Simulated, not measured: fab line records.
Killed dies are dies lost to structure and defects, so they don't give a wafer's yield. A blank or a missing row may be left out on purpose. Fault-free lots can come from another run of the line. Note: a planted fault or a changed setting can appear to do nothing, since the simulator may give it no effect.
Struck lot and sound lot, side by side	flow n5 finfet	24 steps out of a route of 1938
Sound: these wafers, L154.1, L154.4, L154.6. Struck: wafer L158.6 (L158.2, L158.4, from the same lot, were not struck and are left out); the cause is given at the end.
Per side, at each step with rows, come the tool, then ch with its chambers, and then its first start. Under that, the readings that differ: sound wafers	struck wafers	difference of the means	sigmas: that difference in standard deviations of wafers without a fault.
alike: same words and numbers on both sides, and readings whose means sit less than 2 such deviations apart. not compared: any withheld reading, any reading some wafer has no value for, any bound like >300 that may hide the same value, and any number with overlapping values for which the record gives no deviation.
The two part at a step that has a row with sigmas, a row that says differs or no value, or rows on one side only. When numbers do not overlap yet have no deviation, they are printed without sigmas and do not part them. Lack of a reading on every wafer of one side parts them only where that side has two or more wafers.

N5_BEOL_M10_ILD_DEP_00: deposits SiCOH lowk from DEMS/porogen, target thk 308.51 nm, time 58 s.
  sound on pecvd-03 ch 0,1,2, day 10 22:43; struck on pecvd-01 ch 2, day 11 20:04
  alike: heater power w, showerhead plenum p Torr, throttle valve pct
N5_BEOL_M10_CURE_71: cures SiCOH lowk, time 240 s.
  sound on uv cure-01 ch 0, day 10 22:47; struck on uv cure-01 ch 0, day 11 20:13
  alike: lamp power pct, wafer_temp_C_max
N5_BEOL_M10_THK_MEAS_01:
  sound on film metro-02 at day 10 23:18; struck on film metro-02 at day 11 20:39
  alike: M10_ILD_THK
N5_BEOL_M10_PECVD_70: deposits SiO2 from TEOS/O2, target thk 20 nm, time 22.7 s.
  sound on pecvd-03 ch 0,1, day 10 23:20; struck on pecvd-02 ch 1, day 11 20:41
  alike: heater power w, showerhead plenum p Torr, throttle valve pct
then, 8 steps without rows for these wafers: N5_BEOL_M10_HM_DEP_02 (deposits TiN, target thk 20 nm); N5_BEOL_M10_COAT_59 (time 60 s, resist thk 100 nm); N5_BEOL_M10_COAT_60 (time 60 s, resist thk 30 nm); N5_BEOL_M10_COAT_05 (resist thk 90 nm); N5_BEOL_M10_EBR_07; N5_BEOL_M10_SOFTBAKE_06 (time 60 s); N5_BEOL_M10_EXPOSE_08 (exposes mask M10); N5_BEOL_M10_PEB_09 (peb time 60 s).
N5_BEOL_M10_DEVELOP_10: develop time 30 s.
  sound on litho track-05 ch 0, day 11 00:37; struck on litho track-04 ch 0, day 11 21:35
  alike: resist line temp C
N5_BEOL_M10_CD_MEAS_11: target cd 64.1 nm.
  sound on cd sem-01 ch 0, day 11 00:41; struck on cd sem-03 ch 0, day 11 21:38
reading	sound	struck	difference	sigmas
cd nm (nm)	63.3 63.2 63.1	65.7	+2.5	+5
N5_BEOL_M10_OVL_MEAS_12:
  sound on overlay-02 ch 0, day 11 00:43; struck on overlay-02 ch 0, day 11 21:40
  alike: M10_OVL
N5_BEOL_M10_INSPECT_13: inspects for defects (brightfield).
  sound on defect inspect-02 at day 11 00:44; struck on defect inspect-01 at day 11 21:41
  alike: raw defect count
N5_BEOL_M10_DESCUM_16: chemistry O2, time 7.9 s.
  sound on rie diel-01 ch 0,1,2, day 11 01:01; struck on rie diel-01 ch 1, day 11 21:55
  alike: drypump motor current A, oes product au, rf vpp V, showerhead plenum p Torr, throttle valve pct
  not compared: rf hours counter h
N5_BEOL_M10_ETCH_61: etches SiARC in CF4, target depth 39 nm, time 65 s.
  sound on rie diel-01 ch 0,1,2, day 11 01:04; struck on rie diel-01 ch 1, day 11 21:58
reading	sound	struck	difference	sigmas
model.BEOL_M10.cd offset nm (nm)	-0.6 -1 -1.2	1.8	+2.7	
  alike: drypump motor current A, etch rf on time s, mfc ar sccm, oes product au, rf vpp V, showerhead plenum p Torr, throttle valve pct
  not compared: rf hours counter h
then, 3 steps without rows for these wafers: N5_BEOL_M10_ETCH_62 (etches SOC in N2/H2, target depth 110 nm, overetch 22 nm, time 165 s); N5_BEOL_M10_STRIP_68 (strips in N2/H2); N5_BEOL_M10_STRIP_67 (strips in CF4).
N5_BEOL_M10_HM_OPEN_17: chemistry Cl2/BCl3, target TiN, target depth 20 nm, overetch 6 nm.
  sound on rie metal-03 ch 0, day 11 01:18; struck on rie metal-02 ch 0, day 11 22:12
reading	sound	struck	difference	sigmas
throttle valve pct (%)	22.40 22.41 22.43	22.00	-0.41	-2
model.BEOL_M10.cd offset nm (nm)	-1 -0.6 -1.8	2.2	+3.3	
  alike: drypump motor current A, mfc ar sccm, oes_ar_750_au, oes product au
  not compared: rf hours counter h
N5_BEOL_M10_STRIP_19: strips in O2.
  sound on rie diel-01 ch 0,1, day 11 01:30; struck on rie diel-03 ch 1, day 11 22:34
  alike: drypump motor current A, oes product au, rf vpp V, showerhead plenum p Torr, throttle valve pct
  not compared: rf hours counter h
-- record jumps: 2 days separate the struck wafers' starts on either side; left off in module BEOL_M10, taken up again in module PASSIVATION, whose first shown step is the route's number 1936 --
N5_PASSIVATION_PROBE_49:
  sound on prober-02 at day 13 16:42; struck on prober-01 at day 14 08:38
reading	sound	struck	difference	sigmas
sort_bin_8_speed (%)	0 0 0	0.08	+0.08	+5
  alike: defect limited yield, killed_at_M0_to_M3, killed_at_M4_up, killed at contacts, killed at front end, killed at other, killed dies, killed on rim, killed open, killed short, sort_bin_5_function, sort_bin_6_memory, sort n pass, sort yield pct

## WHERE THEY PART
Earliest at N5_BEOL_M10_CD_MEAS_11; latest, in this record, at N5_PASSIVATION_PROBE_49.

WHY: what had been put in by the simulator
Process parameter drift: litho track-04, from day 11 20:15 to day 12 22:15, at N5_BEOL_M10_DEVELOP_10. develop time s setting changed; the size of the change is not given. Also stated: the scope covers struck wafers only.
